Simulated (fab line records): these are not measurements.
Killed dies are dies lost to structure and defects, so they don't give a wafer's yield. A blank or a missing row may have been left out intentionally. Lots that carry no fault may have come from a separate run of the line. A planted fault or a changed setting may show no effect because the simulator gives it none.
Chamber matching || flow nand_harc || NHARC_A_CHANNEL_FILL_D2_ALD_16 on ald_hk-02: 4 sister chambers
The step deposits SiO2, target thk 1.5 nm, pulse time 10 s, ald cycles 15. 4 wafers are shown with their chamber, then 10 later ones without.

WAFERS PAIRED WITH THEIR CHAMBERS
{"wafer": "L086.3", "chamber": 3, "heater_power_w (W)": 430}
{"wafer": "L088.5", "chamber": 2, "heater_power_w (W)": 372}
{"wafer": "L093.2", "chamber": 1, "heater_power_w (W)": 495}
{"wafer": "L093.3", "chamber": 0, "heater_power_w (W)": 497}

WAFERS WHOSE CHAMBER IS MISSING
{"wafer": "L093.5", "heater_power_w (W)": 382}
{"wafer": "L094.1", "heater_power_w (W)": 502}
{"wafer": "L094.3", "heater_power_w (W)": 491}
{"wafer": "L094.6", "heater_power_w (W)": 372}
{"wafer": "L095.1", "heater_power_w (W)": 420}
{"wafer": "L095.4", "heater_power_w (W)": 483}
{"wafer": "L095.5", "heater_power_w (W)": 484}
{"wafer": "L097.2", "heater_power_w (W)": 433}
{"wafer": "L097.4", "heater_power_w (W)": 483}
{"wafer": "L097.5", "heater_power_w (W)": 449}

WHICH CHAMBER EACH ONE RAN IN
{"wafer": "L093.5", "from the rows above": 2, "in truth": 2}
{"wafer": "L094.1", "from the rows above": "can't be placed: 0 or 1", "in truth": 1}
{"wafer": "L094.3", "from the rows above": "can't be placed: 1 or 0", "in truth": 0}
{"wafer": "L094.6", "from the rows above": 2, "in truth": 2}
{"wafer": "L095.1", "from the rows above": 3, "in truth": 3}
{"wafer": "L095.4", "from the rows above": "can't be placed: 1 or 0", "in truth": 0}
{"wafer": "L095.5", "from the rows above": "can't be placed: 1 or 0", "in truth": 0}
{"wafer": "L097.2", "from the rows above": 3, "in truth": 3}
{"wafer": "L097.4", "from the rows above": "can't be placed: 1 or 0", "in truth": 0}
{"wafer": "L097.5", "from the rows above": 3, "in truth": 3}
Correctly placed: 5 of 10. Not placeable from these rows: 5 (in 5, the candidates include the true chamber). Wrongly placed: 0.
How it was worked out, from the rows above alone: a wafer's distance from a chamber is the root of the sum, over the readings, of the square of ((its reading less the chamber's mean) divided by the reading's scatter). If the next closest chamber is less than 2 further off than the closest, the wafer can't be placed; otherwise it belongs to the closest. The mean given for a chamber averages the wafers shown for that chamber. The scatter: with one shown wafer a chamber, the root of the mean of the squares of how far each hidden wafer lies from its nearest shown one.
